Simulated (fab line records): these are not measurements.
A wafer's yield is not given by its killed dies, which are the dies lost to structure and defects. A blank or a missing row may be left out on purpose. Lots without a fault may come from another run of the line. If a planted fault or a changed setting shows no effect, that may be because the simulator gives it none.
Split-lot experiment || flow n5_finfet || on a route of 1938 steps: 7 lots, 21 wafers read

== SPLIT DETAILS ==
At N5_BEOL_M7_TRENCH_ETCH_37 (etches SiCOH lowk in C4F6/O2, target depth 93.478 nm, time 31.2 s), the setting bias_w was moved away from the recipe's 185 W on 10 of the 21 wafers read, by -17.4% to +14.9%. The other wafers ran this setting at the recipe's value.

== FROM THE SPLIT TO THE READING: what the file shows between them, 2 steps ==
- N5_BEOL_M7_ETCH_41: etches SiCN in CH3F/O2, target depth 31.9 nm, time 57.8 s (also split here: bias_w)
- N5_BEOL_M7_STRIP_80: strips in N2/H2, time 10 s

== THE READING ==
trench_depth_nm, in nm, at N5_BEOL_M7_OCD_MEAS_38. Typical for fault-free wafers on this fab line: 92.0 nm, with standard deviation 1.5 nm.

{"wafer": "L076.2", "tool, chamber at the split": "rie_diel-06, 3", "bias_w as run, W": 153.1, "against the recipe": "-17.2%", "trench_depth_nm, nm": 88.6, "against lot-mates on the recipe": -4.5}
{"wafer": "L076.5", "tool, chamber at the split": "rie_diel-06, 0", "bias_w as run, W": 153.1, "against the recipe": "-17.2%", "trench_depth_nm, nm": 85.9, "against lot-mates on the recipe": -7.2}
{"wafer": "L076.6", "tool, chamber at the split": "rie_diel-06, 3", "bias_w as run, W": 185, "against the recipe": "recipe", "trench_depth_nm, nm": 93.1, "against lot-mates on the recipe": "-"}
{"wafer": "L077.1", "tool, chamber at the split": "rie_diel-06, 1", "bias_w as run, W": 212.5, "against the recipe": "+14.9%", "trench_depth_nm, nm": 98.7, "against lot-mates on the recipe": "+7.0"}
{"wafer": "L077.3", "tool, chamber at the split": "rie_diel-06, 0", "bias_w as run, W": 185, "against the recipe": "recipe", "trench_depth_nm, nm": 91.7, "against lot-mates on the recipe": "-"}
{"wafer": "L077.5", "tool, chamber at the split": "rie_diel-06, 0", "bias_w as run, W": 212.5, "against the recipe": "+14.9%", "trench_depth_nm, nm": 96.4, "against lot-mates on the recipe": "+4.7"}
{"wafer": "L083.3", "tool, chamber at the split": "rie_diel-02, 0", "bias_w as run, W": 185, "against the recipe": "recipe", "trench_depth_nm, nm": 91.6, "against lot-mates on the recipe": "-"}
{"wafer": "L083.5", "tool, chamber at the split": "rie_diel-02, 3", "bias_w as run, W": 185, "against the recipe": "recipe", "trench_depth_nm, nm": 92.0, "against lot-mates on the recipe": "-"}
{"wafer": "L083.6", "tool, chamber at the split": "rie_diel-02, 0", "bias_w as run, W": 185, "against the recipe": "recipe", "trench_depth_nm, nm": 91.9, "against lot-mates on the recipe": "-"}
{"wafer": "L084.2", "tool, chamber at the split": "rie_diel-02, 2", "bias_w as run, W": 185, "against the recipe": "recipe", "trench_depth_nm, nm": 91.9, "against lot-mates on the recipe": "-"}
{"wafer": "L084.5", "tool, chamber at the split": "rie_diel-02, 3", "bias_w as run, W": 210.9, "against the recipe": "+14.0%", "trench_depth_nm, nm": 97.5, "against lot-mates on the recipe": "+5.6"}
{"wafer": "L084.6", "tool, chamber at the split": "rie_diel-02, 2", "bias_w as run, W": 210.9, "against the recipe": "+14.0%", "trench_depth_nm, nm": 96.0, "against lot-mates on the recipe": "+4.1"}
{"wafer": "L088.4", "tool, chamber at the split": "rie_diel-02, 2", "bias_w as run, W": 152.8, "against the recipe": "-17.4%", "trench_depth_nm, nm": 86.4, "against lot-mates on the recipe": -5.4}
{"wafer": "L088.5", "tool, chamber at the split": "rie_diel-02, 0", "bias_w as run, W": 185, "against the recipe": "recipe", "trench_depth_nm, nm": 91.8, "against lot-mates on the recipe": "-"}
{"wafer": "L088.6", "tool, chamber at the split": "rie_diel-02, 1", "bias_w as run, W": 152.8, "against the recipe": "-17.4%", "trench_depth_nm, nm": 85.9, "against lot-mates on the recipe": -5.9}
{"wafer": "L095.2", "tool, chamber at the split": "rie_diel-03, 1", "bias_w as run, W": 170, "against the recipe": "-8.1%", "trench_depth_nm, nm": 89.9, "against lot-mates on the recipe": -1.8}
{"wafer": "L095.5", "tool, chamber at the split": "rie_diel-03, 2", "bias_w as run, W": 170, "against the recipe": "-8.1%", "trench_depth_nm, nm": 89.4, "against lot-mates on the recipe": -2.3}
{"wafer": "L095.6", "tool, chamber at the split": "rie_diel-03, 3", "bias_w as run, W": 185, "against the recipe": "recipe", "trench_depth_nm, nm": 91.7, "against lot-mates on the recipe": "-"}
{"wafer": "L097.3", "tool, chamber at the split": "rie_diel-03, 1", "bias_w as run, W": 185, "against the recipe": "recipe", "trench_depth_nm, nm": 91.2, "against lot-mates on the recipe": "-"}
{"wafer": "L097.4", "tool, chamber at the split": "rie_diel-03, 3", "bias_w as run, W": 185, "against the recipe": "recipe", "trench_depth_nm, nm": 91.0, "against lot-mates on the recipe": "-"}
{"wafer": "L097.5", "tool, chamber at the split": "rie_diel-03, 1", "bias_w as run, W": 185, "against the recipe": "recipe", "trench_depth_nm, nm": 90.4, "against lot-mates on the recipe": "-"}

FIT RESULTS
A straight line over all 21 wafers: trench_depth_nm changes by +0.325 nm for each +1% of bias_w; r = +0.97; the points scatter about the line by 0.93 nm.
The same after taking each lot's own level away (the mean of its wafers on the recipe; 21 wafers): +0.345 nm for each +1%; r = +0.98; scatter 0.72 nm.
According to that fit, moving bias_w by its largest amount changes the reading by 6 nm.
The span of the lots' own levels, 90.87 to 93.10 nm, comes to 1.5 times the standard deviation stated above.
The two slopes agree, so the slope changes little with the lot-to-lot level.
Check: for one of the wafers moved furthest among these (-17.4%), held out of the fit, the line's prediction against its lot-mates is -5.9 nm. It came out at -5.4 nm against them.
Tool readings at the split's step, against how far the setting was moved: rf_vpp_V r = +0.97.

== OTHER SPLITS ON THESE WAFERS ==
Note: prior to the reading, these wafers also went through further splits. Each is held against what the fit with the lots' levels taken away leaves over:
{"other split on the same wafers": "N5_BEOL_M7_EXPOSE_08 dose_mj", "wafers away from the commonest value": 6, "r with trench_depth_nm (lot level and that fit taken away)": "+0.23"}
{"other split on the same wafers": "N5_BEOL_M7_ETCH_41 bias_w", "wafers away from the commonest value": 6, "r with trench_depth_nm (lot level and that fit taken away)": "+0.02"}

== THE WHOLE CHAIN: every reading that the file lists as answering this split, in the file's order ==
{"step": "N5_BEOL_M7_TRENCH_ETCH_37", "what it does": "etches SiCOH lowk in C4F6/O2, target depth 93.478 nm, time 31.2 s", "reading": "rf_vpp_V", "change (the file's fit)": "+5.47 V for each +1% of the setting", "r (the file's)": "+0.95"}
{"step": "N5_BEOL_M7_TRENCH_ETCH_37", "what it does": "etches SiCOH lowk in C4F6/O2, target depth 93.478 nm, time 31.2 s", "reading": "BEOL_M7.feature_depth_nm (the simulator's own value, which no gauge read)", "change (the file's fit)": "+0.336 nm for each +1% of the setting", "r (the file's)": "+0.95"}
{"step": "N5_BEOL_M7_TRENCH_ETCH_37", "what it does": "etches SiCOH lowk in C4F6/O2, target depth 93.478 nm, time 31.2 s", "reading": "etch.depth_nm (the simulator's own value, which no gauge read)", "change (the file's fit)": "+0.34 nm for each +1% of the setting", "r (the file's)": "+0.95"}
{"step": "N5_BEOL_M7_OCD_MEAS_38", "what it does": "", "reading": "trench_depth_nm", "change (the file's fit)": "+0.343 nm for each +1% of the setting", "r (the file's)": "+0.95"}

== FILE'S OWN FIT ==
trench_depth_nm changes by +0.343 nm for each +1% of bias_w, r = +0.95.
